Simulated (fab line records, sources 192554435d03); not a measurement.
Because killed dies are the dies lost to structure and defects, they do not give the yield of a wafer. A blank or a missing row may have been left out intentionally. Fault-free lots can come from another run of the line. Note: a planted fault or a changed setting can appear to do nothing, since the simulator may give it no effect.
2 desks looking at one fault | flow n5-finfet | each desk holds nothing but its own numbers, with what lay behind them at the end

## THE METROLOGY DESK
Means of the sampled wafers that have a number, per lot and without regard to the tool the lot ran on: this is what the gauges read. A lot is out of limits, marked OUT, if its mean lies more than 4 standard deviations from the usual mean; the brackets give that distance.
Columns: A = M9_ILD_THK at N5_BEOL_M9_THK_MEAS_01, usual 268 nm
lot  | first seen here | A
L425 | day 9 19:34     | 270
L424 | day 10 03:03    | 267
L431 | day 11 22:10    | 268
L437 | day 13 01:07    | 263
L436 | day 13 01:19    | 268
L438 | day 13 09:08    | 266
L439 | day 13 16:30    | 267
L444 | day 15 09:22    | 269
L446 | day 15 09:56    | 265
L447 | day 15 20:37    | 268
This desk's verdict: no lot among the 10 shows anything out of limits.

## AT THE TOOL OWNER'S DESK: rie-diel-05
The tool's own readings at N5_BEOL_M9_ETCH_61 (etches SiARC in CF4, target depth 39 nm, time 65 s): means of the sampled wafers that have a number, for each lot that ran on this tool. A lot is out of limits, marked OUT, if its mean lies more than 4 standard deviations from the usual mean; the brackets give that distance.
Columns: A = drypump-motor-current-A at N5_BEOL_M9_ETCH_61, usual 5.41 A; B = etch-rf-on-time-s at N5_BEOL_M9_ETCH_61, usual 64.8 s; C = oes-product-au at N5_BEOL_M9_ETCH_61, usual 0.69 a.u.; D = rf-fwd-power-W at N5_BEOL_M9_ETCH_61, usual 538.2 W; E = rf-vpp-V at N5_BEOL_M9_ETCH_61, usual 184.3 V; F = showerhead-plenum-p-Torr at N5_BEOL_M9_ETCH_61, usual 2.16 Torr; G = throttle-valve-pct at N5_BEOL_M9_ETCH_61, usual 15.56 %
lot  | first seen here | A    | B               | C    | D               | E               | F    | G
L425 | day 9 22:10     | 5.15 | 64.8            | 0.83 | 538.8           | 184.4           | 2.16 | 15.38
L431 | day 12 01:01    | 5.53 | 52.9 (-9.2) OUT | 0.85 | 664.2 (+45) OUT | 170.6 (-14) OUT | 2.12 | 15.21
L436 | day 13 02:35    | 5.26 | 53.7 (-8.6) OUT | 0.80 | 668.5 (+47) OUT | 170.9 (-14) OUT | 2.13 | 15.47
This desk's finding: out of limits on L431, L436; first on L431, day 12 01:01 (etch-rf-on-time-s at N5_BEOL_M9_ETCH_61). L425 stayed within limits.

## BROUGHT TOGETHER
An alarm could have come from the tool owner's desk at day 12 01:01, on L431, L436.
At the metrology desk, nothing out of limits was observed.
The metrology desk has L431, L436 on record, within its limits.
All the named lots went through N5_BEOL_M9_ETCH_61 on rie-diel-05.

## WHAT HAD BEEN PUT IN BY THE SIMULATOR
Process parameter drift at N5_BEOL_M9_ETCH_61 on rie-diel-05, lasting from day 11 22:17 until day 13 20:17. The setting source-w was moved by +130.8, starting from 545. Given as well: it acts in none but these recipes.
Lots struck among those shown: L431, L436.
Hours from the fault's start to each desk's first reading out of limits: the tool owner's desk, 3.
